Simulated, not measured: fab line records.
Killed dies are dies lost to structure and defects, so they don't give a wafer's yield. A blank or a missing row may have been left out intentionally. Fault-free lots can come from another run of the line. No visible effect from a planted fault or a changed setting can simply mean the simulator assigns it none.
Which tool was responsible? :: flow nand-harc :: 11 lots with 33 wafers sampled at 5 steps, on a route of 1159 steps

## WHAT THE GAUGES READ, wafer by wafer
NHARC_END_SORT_01. Usual: killed-at-array 28, standard deviation 9.1; killed-at-other 0.6, standard deviation 0.87; killed-at-periphery 3.4, standard deviation 2.7; killed-dies 32, standard deviation 9; killed-open 3.2, standard deviation 1.9; killed-short 2.0, standard deviation 1.3.
lot: L879
measured: day 23 15:31
on: prober-02
killed-at-array: 677 674 676
killed-at-other: 0 0 0
killed-at-periphery: 0 3 1
killed-dies: 677 677 677
killed-open: 3 7 3
killed-short: 1 1 1
flag: OFF

lot: L880
measured: day 22 22:19
on: prober-02
killed-at-array: 676 674 676
killed-at-other: 0 0 0
killed-at-periphery: 1 3 1
killed-dies: 677 677 677
killed-open: 1 4 4
killed-short: 3 3 2
flag: OFF

lot: L884
measured: day 23 22:34
on: prober-02
killed-at-array: 675 677 670
killed-at-other: 0 0 0
killed-at-periphery: 2 0 7
killed-dies: 677 677 677
killed-open: 4 1 7
killed-short: 3 0 0
flag: OFF

lot: L886
measured: day 24 12:34
on: prober-02
killed-at-array: 35 35 36
killed-at-other: 0 1 0
killed-at-periphery: 4 3 4
killed-dies: 39 39 40
killed-open: 7 3 6
killed-short: 1 3 0
flag: 

## EACH LOT AND THE TOOL THAT RAN IT (in order: tool; ch and the chambers of the sampled wafers; start)
lot: L870
NHARC_A_CONTACT_ETCH_75: rie-diel-13 ch 0,1,2, day 16 21:56
NHARC_A_CONTACT_ETCH_125: har-cap-etch-01 ch 0,1, day 16 23:20
NHARC_A_CONTACT_ETCH_126: har-cap-etch-01 ch 0,1, day 16 23:28
NHARC_A_CONTACT_ETCH_91: rie-diel-13 ch 0,1,3, day 17 01:02

lot: L869
NHARC_A_CONTACT_ETCH_75: rie-diel-13 ch 1,2, day 16 23:44
NHARC_A_CONTACT_ETCH_125: har-cap-etch-02 ch 0,1, day 17 01:01
NHARC_A_CONTACT_ETCH_126: har-cap-etch-02 ch 0,1, day 17 01:09
NHARC_A_CONTACT_ETCH_91: rie-diel-06 ch 1,2,3, day 17 02:44

lot: L873
NHARC_A_CONTACT_ETCH_75: rie-diel-13 ch 0,2,3, day 17 11:12
NHARC_A_CONTACT_ETCH_125: har-cap-etch-03 ch 0,1, day 17 12:33
NHARC_A_CONTACT_ETCH_126: har-cap-etch-03 ch 0,1, day 17 12:44
NHARC_A_CONTACT_ETCH_91: rie-diel-13 ch 1,2,3, day 17 14:44

lot: L874
NHARC_A_CONTACT_ETCH_75: rie-diel-13 ch 0,1,2, day 19 06:40
NHARC_A_CONTACT_ETCH_125: har-cap-etch-02 ch 0,1, day 19 08:04
NHARC_A_CONTACT_ETCH_126: har-cap-etch-02 ch 0,1, day 19 08:12
NHARC_A_CONTACT_ETCH_91: rie-diel-09 ch 0,2,3, day 19 09:46

lot: L878
NHARC_A_CONTACT_ETCH_75: rie-diel-06 ch 1,2,3, day 19 12:06
NHARC_A_CONTACT_ETCH_125: har-cap-etch-01 ch 1, day 19 14:11
NHARC_A_CONTACT_ETCH_126: har-cap-etch-01 ch 1, day 19 14:20
NHARC_A_CONTACT_ETCH_91: rie-diel-06 ch 1,2, day 19 15:54

lot: L879
NHARC_A_CONTACT_ETCH_75: rie-diel-09 ch 0,3, day 19 13:47
NHARC_A_CONTACT_ETCH_125: har-cap-etch-02 ch 0,1, day 19 15:18
NHARC_A_CONTACT_ETCH_126: har-cap-etch-02 ch 0,1, day 19 15:26
NHARC_A_CONTACT_ETCH_91: rie-diel-13 ch 1,2,3, day 19 16:58

lot: L880
NHARC_A_CONTACT_ETCH_75: rie-diel-13 ch 0,1,2, day 19 19:13
NHARC_A_CONTACT_ETCH_125: har-cap-etch-01 ch 0,1, day 19 20:31
NHARC_A_CONTACT_ETCH_126: har-cap-etch-01 ch 0,1, day 19 20:39
NHARC_A_CONTACT_ETCH_91: rie-diel-06 ch 1,2, day 19 22:11

lot: L884
NHARC_A_CONTACT_ETCH_75: rie-diel-13 ch 1,3, day 20 07:18
NHARC_A_CONTACT_ETCH_125: har-cap-etch-01 ch 0,1, day 20 08:35
NHARC_A_CONTACT_ETCH_126: har-cap-etch-01 ch 0,1, day 20 08:44
NHARC_A_CONTACT_ETCH_91: rie-diel-13 ch 0,2,3, day 20 10:14

lot: L886
NHARC_A_CONTACT_ETCH_75: rie-diel-06 ch 1,2, day 20 17:32
NHARC_A_CONTACT_ETCH_125: har-cap-etch-02 ch 0,1, day 20 18:47
NHARC_A_CONTACT_ETCH_126: har-cap-etch-02 ch 0,1, day 20 18:55
NHARC_A_CONTACT_ETCH_91: rie-diel-09 ch 1,2,3, day 20 20:32

lot: L885
NHARC_A_CONTACT_ETCH_75: rie-diel-13 ch 1,2,3, day 20 21:55
NHARC_A_CONTACT_ETCH_125: har-cap-etch-02 ch 0,1, day 20 23:08
NHARC_A_CONTACT_ETCH_126: har-cap-etch-02 ch 0,1, day 20 23:17
NHARC_A_CONTACT_ETCH_91: rie-diel-13 ch 1,2,3, day 21 00:52

lot: L890
NHARC_A_CONTACT_ETCH_75: rie-diel-09 ch 0,1,2, day 22 03:13
NHARC_A_CONTACT_ETCH_125: har-cap-etch-02 ch 0,1, day 22 04:36
NHARC_A_CONTACT_ETCH_126: har-cap-etch-02 ch 0,1, day 22 04:44
NHARC_A_CONTACT_ETCH_91: rie-diel-06 ch 0,2,3, day 22 06:19
- NHARC_A_CONTACT_ETCH_75: etches the open film in CF4, target depth 39 nm, time 65 s.
- NHARC_A_CONTACT_ETCH_125: etches the open film in C4F8/O2/Ar, time 155 s, target depth 956 nm.
- NHARC_A_CONTACT_ETCH_126: etches the open film in C4F8/O2/Ar, time 155 s, target depth 956 nm.
- NHARC_A_CONTACT_ETCH_91: etches the open film in CH3F/O2, target depth 40 nm, time 85.7 s.

## WHAT THE TOOLS THEMSELVES READ (means of the sampled wafers that have a number; where no wafer has one, the mark that the record gives instead)
NHARC_A_CONTACT_ETCH_75. Usual: bias-w is 100.01 W with standard deviation 0.29, cf4-flow-sccm is 150.0 sccm with standard deviation 0.46, drypump-motor-current-A is 5.7 A with standard deviation 0.5, oes-product-au is 0.994 a.u. with standard deviation 0.011, rf-vpp-V is 151.5 V with standard deviation 1.2, showerhead-plenum-p-Torr is 1.79 Torr with standard deviation 0.059, and throttle-valve-pct is 13.284 % with standard deviation 0.0096.
lot: L870
tool: rie-diel-13
bias-w (W): 100.01
cf4-flow-sccm (sccm): 149.7
drypump-motor-current-A (A): 6.2
oes-product-au (a.u.): 0.984
rf-vpp-V (V): 150.2
showerhead-plenum-p-Torr (Torr): 1.74
throttle-valve-pct (%): 13.283
flag: 

lot: L869
tool: rie-diel-13
bias-w (W): 100.21
cf4-flow-sccm (sccm): 150.0
drypump-motor-current-A (A): 6.1
oes-product-au (a.u.): 0.991
rf-vpp-V (V): 151.9
showerhead-plenum-p-Torr (Torr): 1.80
throttle-valve-pct (%): 13.279
flag: 

lot: L873
tool: rie-diel-13
bias-w (W): 100.09
cf4-flow-sccm (sccm): 149.6
drypump-motor-current-A (A): 5.7
oes-product-au (a.u.): 0.998
rf-vpp-V (V): 151.2
showerhead-plenum-p-Torr (Torr): 1.76
throttle-valve-pct (%): 13.288
flag: 

lot: L874
tool: rie-diel-13
bias-w (W): 99.60
cf4-flow-sccm (sccm): 149.6
drypump-motor-current-A (A): 6.2
oes-product-au (a.u.): 0.992
rf-vpp-V (V): 150.4
showerhead-plenum-p-Torr (Torr): 1.74
throttle-valve-pct (%): 13.286
flag: 

lot: L878
tool: rie-diel-06
bias-w (W): 100.00
cf4-flow-sccm (sccm): 150.1
drypump-motor-current-A (A): 6.0
oes-product-au (a.u.): 1.007
rf-vpp-V (V): 152.0
showerhead-plenum-p-Torr (Torr): 1.79
throttle-valve-pct (%): 13.283
flag: 

lot: L879
tool: rie-diel-09
bias-w (W): 99.77
cf4-flow-sccm (sccm): 150.6
drypump-motor-current-A (A): 5.0
oes-product-au (a.u.): 0.989
rf-vpp-V (V): 151.7
showerhead-plenum-p-Torr (Torr): 1.79
throttle-valve-pct (%): 13.294
flag: 

lot: L880
tool: rie-diel-13
bias-w (W): 100.15
cf4-flow-sccm (sccm): 150.2
drypump-motor-current-A (A): 6.1
oes-product-au (a.u.): 0.993
rf-vpp-V (V): 151.3
showerhead-plenum-p-Torr (Torr): 1.73
throttle-valve-pct (%): 13.286
flag: 

lot: L884
tool: rie-diel-13
bias-w (W): 99.88
cf4-flow-sccm (sccm): 149.9
drypump-motor-current-A (A): 5.9
oes-product-au (a.u.): 0.984
rf-vpp-V (V): 151.4
showerhead-plenum-p-Torr (Torr): 1.78
throttle-valve-pct (%): 13.277
flag: 

lot: L886
tool: rie-diel-06
bias-w (W): 99.76
cf4-flow-sccm (sccm): 150.0
drypump-motor-current-A (A): 5.9
oes-product-au (a.u.): 1.003
rf-vpp-V (V): 152.4
showerhead-plenum-p-Torr (Torr): 1.81
throttle-valve-pct (%): 13.280
flag: 

lot: L885
tool: rie-diel-13
bias-w (W): 100.05
cf4-flow-sccm (sccm): 149.6
drypump-motor-current-A (A): 5.8
oes-product-au (a.u.): 0.992
rf-vpp-V (V): 151.8
showerhead-plenum-p-Torr (Torr): 1.79
throttle-valve-pct (%): 13.290
flag: 

lot: L890
tool: rie-diel-09
bias-w (W): 99.95
cf4-flow-sccm (sccm): 150.2
drypump-motor-current-A (A): 5.7
oes-product-au (a.u.): 0.992
rf-vpp-V (V): 151.7
showerhead-plenum-p-Torr (Torr): 1.80
throttle-valve-pct (%): 13.283
flag: 

NHARC_A_CONTACT_ETCH_125. Usual: chamber-pressure-mTorr 19.999 mTorr, standard deviation 0.019; oes-air-line-au 1.003 a.u., standard deviation 0.022.
lot: L870
tool: har-cap-etch-01
chamber-pressure-mTorr (mTorr): 19.997
oes-air-line-au (a.u.): 1.017
flag: 

lot: L869
tool: har-cap-etch-02
chamber-pressure-mTorr (mTorr): 19.996
oes-air-line-au (a.u.): 0.999
flag: 

lot: L873
tool: har-cap-etch-03
chamber-pressure-mTorr (mTorr): 19.998
oes-air-line-au (a.u.): 0.995
flag: 

lot: L874
tool: har-cap-etch-02
chamber-pressure-mTorr (mTorr): 19.987
oes-air-line-au (a.u.): 0.985
flag: 

lot: L878
tool: har-cap-etch-01
chamber-pressure-mTorr (mTorr): 20.013
oes-air-line-au (a.u.): 0.991
flag: 

lot: L879
tool: har-cap-etch-02
chamber-pressure-mTorr (mTorr): 19.992
oes-air-line-au (a.u.): 1.001
flag: 

lot: L880
tool: har-cap-etch-01
chamber-pressure-mTorr (mTorr): 20.010
oes-air-line-au (a.u.): 1.013
flag: 

lot: L884
tool: har-cap-etch-01
chamber-pressure-mTorr (mTorr): 19.991
oes-air-line-au (a.u.): 1.005
flag: 

lot: L886
tool: har-cap-etch-02
chamber-pressure-mTorr (mTorr): 19.992
oes-air-line-au (a.u.): 1.022
flag: 

lot: L885
tool: har-cap-etch-02
chamber-pressure-mTorr (mTorr): 19.994
oes-air-line-au (a.u.): 0.998
flag: 

lot: L890
tool: har-cap-etch-02
chamber-pressure-mTorr (mTorr): 19.986
oes-air-line-au (a.u.): 0.994
flag: 

NHARC_A_CONTACT_ETCH_126. Usual: chamber-pressure-mTorr 19.996 mTorr, standard deviation 0.019; oes-air-line-au 1.003 a.u., standard deviation 0.02.
lot: L870
tool: har-cap-etch-01
chamber-pressure-mTorr (mTorr): 19.976
oes-air-line-au (a.u.): 1.001
flag: 

lot: L869
tool: har-cap-etch-02
chamber-pressure-mTorr (mTorr): 19.981
oes-air-line-au (a.u.): 0.991
flag: 

lot: L873
tool: har-cap-etch-03
chamber-pressure-mTorr (mTorr): 19.997
oes-air-line-au (a.u.): 1.015
flag: 

lot: L874
tool: har-cap-etch-02
chamber-pressure-mTorr (mTorr): 20.019
oes-air-line-au (a.u.): 0.995
flag: 

lot: L878
tool: har-cap-etch-01
chamber-pressure-mTorr (mTorr): 20.001
oes-air-line-au (a.u.): 1.010
flag: 

lot: L879
tool: har-cap-etch-02
chamber-pressure-mTorr (mTorr): -
oes-air-line-au (a.u.): -
flag: OFF

lot: L880
tool: har-cap-etch-01
chamber-pressure-mTorr (mTorr): -
oes-air-line-au (a.u.): -
flag: OFF

lot: L884
tool: har-cap-etch-01
chamber-pressure-mTorr (mTorr): -
oes-air-line-au (a.u.): -
flag: OFF

lot: L886
tool: har-cap-etch-02
chamber-pressure-mTorr (mTorr): 19.995
oes-air-line-au (a.u.): 0.984
flag: 

lot: L885
tool: har-cap-etch-02
chamber-pressure-mTorr (mTorr): 20.006
oes-air-line-au (a.u.): 1.006
flag: 

lot: L890
tool: har-cap-etch-02
chamber-pressure-mTorr (mTorr): 19.996
oes-air-line-au (a.u.): 1.010
flag: 

NHARC_A_CONTACT_ETCH_91. Usual: bias-w is 100.00 W with standard deviation 0.27, ch3f-flow-sccm is 49.98 sccm with standard deviation 0.14, drypump-motor-current-A is 5.7 A with standard deviation 0.53, oes-product-au is 0.94 a.u. with standard deviation 0.03, rf-vpp-V is 244.7 V with standard deviation 1.4, showerhead-plenum-p-Torr is 2.47 Torr with standard deviation 0.093, and throttle-valve-pct is 20.663 % with standard deviation 0.01.
lot: L870
tool: rie-diel-13
bias-w (W): 100.11
ch3f-flow-sccm (sccm): 49.93
drypump-motor-current-A (A): 5.8
oes-product-au (a.u.): 0.93
rf-vpp-V (V): 243.9
showerhead-plenum-p-Torr (Torr): 2.43
throttle-valve-pct (%): 20.669
flag: 

lot: L869
tool: rie-diel-06
bias-w (W): 99.91
ch3f-flow-sccm (sccm): 50.01
drypump-motor-current-A (A): 6.0
oes-product-au (a.u.): 0.92
rf-vpp-V (V): 245.1
showerhead-plenum-p-Torr (Torr): 2.48
throttle-valve-pct (%): 20.664
flag: 

lot: L873
tool: rie-diel-13
bias-w (W): 100.05
ch3f-flow-sccm (sccm): 50.02
drypump-motor-current-A (A): 5.8
oes-product-au (a.u.): 0.92
rf-vpp-V (V): 245.8
showerhead-plenum-p-Torr (Torr): 2.51
throttle-valve-pct (%): 20.654
flag: 

lot: L874
tool: rie-diel-09
bias-w (W): 99.95
ch3f-flow-sccm (sccm): 49.82
drypump-motor-current-A (A): 5.4
oes-product-au (a.u.): 0.98
rf-vpp-V (V): 246.1
showerhead-plenum-p-Torr (Torr): 2.51
throttle-valve-pct (%): 20.660
flag: 

lot: L878
tool: rie-diel-06
bias-w (W): 99.91
ch3f-flow-sccm (sccm): 49.97
drypump-motor-current-A (A): 5.9
oes-product-au (a.u.): 0.93
rf-vpp-V (V): 245.4
showerhead-plenum-p-Torr (Torr): 2.53
throttle-valve-pct (%): 20.662
flag: 

lot: L879
tool: rie-diel-13
bias-w (W): 100.03
ch3f-flow-sccm (sccm): 49.96
drypump-motor-current-A (A): 5.8
oes-product-au (a.u.): 0.92
rf-vpp-V (V): 244.7
showerhead-plenum-p-Torr (Torr): 2.50
throttle-valve-pct (%): 20.654
flag: 

lot: L880
tool: rie-diel-06
bias-w (W): 99.59
ch3f-flow-sccm (sccm): 50.00
drypump-motor-current-A (A): 5.8
oes-product-au (a.u.): 0.93
rf-vpp-V (V): 246.1
showerhead-plenum-p-Torr (Torr): 2.55
throttle-valve-pct (%): 20.667
flag: 

lot: L884
tool: rie-diel-13
bias-w (W): 100.15
ch3f-flow-sccm (sccm): 50.01
drypump-motor-current-A (A): 5.7
oes-product-au (a.u.): 0.92
rf-vpp-V (V): 245.4
showerhead-plenum-p-Torr (Torr): 2.57
throttle-valve-pct (%): 20.666
flag: 

lot: L886
tool: rie-diel-09
bias-w (W): 100.03
ch3f-flow-sccm (sccm): 49.92
drypump-motor-current-A (A): 5.4
oes-product-au (a.u.): 0.92
rf-vpp-V (V): 244.6
showerhead-plenum-p-Torr (Torr): 2.48
throttle-valve-pct (%): 20.672
flag: 

lot: L885
tool: rie-diel-13
bias-w (W): 100.27
ch3f-flow-sccm (sccm): 49.95
drypump-motor-current-A (A): 5.8
oes-product-au (a.u.): 0.92
rf-vpp-V (V): 244.8
showerhead-plenum-p-Torr (Torr): 2.50
throttle-valve-pct (%): 20.663
flag: 

lot: L890
tool: rie-diel-06
bias-w (W): 99.88
ch3f-flow-sccm (sccm): 49.97
drypump-motor-current-A (A): 5.7
oes-product-au (a.u.): 0.93
rf-vpp-V (V): 244.5
showerhead-plenum-p-Torr (Torr): 2.42
throttle-valve-pct (%): 20.671
flag: 

## THE ANSWER, worked out from the rows above alone
Rule: a lot counts as off when the mean over its wafers that have a number is more than 3 standard deviations away from the usual mean. Also off: a lot with no number at a reading for which 4 or more lots have one. Where the step has rows for the other lots, those lots are counted as sound. After the gauges, taken in route order, come the tools' own readings; for these a lot's mean is taken, as printed above. The first step at which some lot is off is used, and at that step the reading that is off furthest; a lot without a number counts as furthest.
Off at NHARC_END_SORT_01 (killed-dies): L879, L880, L884. Neither off nor sound, because the step has no rows for them: L870, L869, L873, L874, L878, L885, L890.
A tool fits if, at a process step before that reading, it ran every lot that is off, and no sound lot after the first of them. The gauges at NHARC_END_SORT_01 aren't tried: what is off there is off at NHARC_A_CONTACT_ETCH_126 too, on other tools, and a gauge's error can't cause that. Not one of the candidates tried fits.

## WHAT WAS PUT IN BY THE SIMULATOR
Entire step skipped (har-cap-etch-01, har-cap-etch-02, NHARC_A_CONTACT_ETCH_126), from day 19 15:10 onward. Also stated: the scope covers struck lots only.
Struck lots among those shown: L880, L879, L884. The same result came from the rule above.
